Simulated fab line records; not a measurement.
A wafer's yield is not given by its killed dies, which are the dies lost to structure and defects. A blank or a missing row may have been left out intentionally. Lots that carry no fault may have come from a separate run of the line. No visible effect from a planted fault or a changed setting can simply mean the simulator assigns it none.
Matching of chambers ; flow n5-finfet ; N5_BEOL_M4_VIA_ETCH_34 on rie-diel-03 has 4 sister chambers
The step etches the open film in C4F6/O2, target depth 69.4 nm, time 65.9 s. 4 wafers are shown with their chamber, then 7 later ones without.

## EACH WAFER AND ITS CHAMBER
wafer;chamber;showerhead-plenum-p-Torr (Torr)
L838.3;1;2.89
L840.4;0;2.59
L836.1;3;2.91
L836.4;2;2.84

## WAFERS WITH NO CHAMBER GIVEN
wafer;showerhead-plenum-p-Torr (Torr)
L836.6;2.89
L841.1;2.91
L841.4;2.58
L841.5;2.91
L843.3;2.91
L843.4;2.88
L843.5;2.88

## EACH ONE'S CHAMBER
wafer;from the rows above;in truth
L836.6;1;1
L841.1;3;3
L841.4;0;0
L841.5;3;3
L843.3;3;3
L843.4;1;1
L843.5;1;1
Placed correctly: 7 of 7. Number that these rows cannot place: 0. Wrongly placed: 0.
How it was worked out, from the rows above alone: a wafer's distance from a chamber is the root of the sum, over the readings, of the square of ((its reading less the chamber's mean) divided by the reading's scatter). If the next closest chamber is less than 2 further off than the closest, the wafer can't be placed; otherwise it belongs to the closest. A chamber's mean is the mean of its shown wafers. The scatter: root of mean squared gap, hidden wafer to nearest shown wafer, with one shown wafer a chamber.
